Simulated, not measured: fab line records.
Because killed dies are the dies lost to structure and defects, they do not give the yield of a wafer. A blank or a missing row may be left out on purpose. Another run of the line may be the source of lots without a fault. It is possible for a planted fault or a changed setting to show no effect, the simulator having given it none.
Chamber matching | flow n5_finfet | N5_BEOL_M1_DESCUM_16 on rie_diel-05 has 4 sister chambers
The step chemistry O2, time 7 s. 4 wafers are shown with their chamber, then 7 later ones without.

== WAFERS PAIRED WITH THEIR CHAMBERS ==
wafer  | chamber | throttle_valve_pct (%)
L083.3 | 2       | 20.21
L088.6 | 3       | 20.50
L090.4 | 1       | 20.01
L090.5 | 0       | 20.72

== WAFERS WITHOUT THEIR CHAMBER ==
wafer  | throttle_valve_pct (%)
L090.6 | 20.53
L092.1 | 20.02
L092.2 | 20.51
L092.4 | 20.72
L095.2 | 20.24
L095.3 | 20.04
L095.5 | 20.23

== THE CHAMBER EACH PASSED THROUGH ==
wafer  | from the rows above | in truth
L090.6 | 3                   | 3
L092.1 | 1                   | 1
L092.2 | 3                   | 3
L092.4 | 0                   | 0
L095.2 | 2                   | 2
L095.3 | 1                   | 1
L095.5 | 2                   | 2
Correctly placed: 7 of 7. Not placeable from these rows: 0. Wrongly placed: 0.
How it was worked out, from the rows above alone: a wafer's distance from a chamber is the root of the sum, over the readings, of the square of ((its reading less the chamber's mean) divided by the reading's scatter). The wafer belongs to the nearest chamber; if the next one is less than 2 further off, it can't be placed. For every chamber, the mean is computed from those of its wafers that are shown. The scatter (one wafer shown for each chamber): square how far every hidden wafer sits from the nearest shown wafer, average those squares and take the square root.
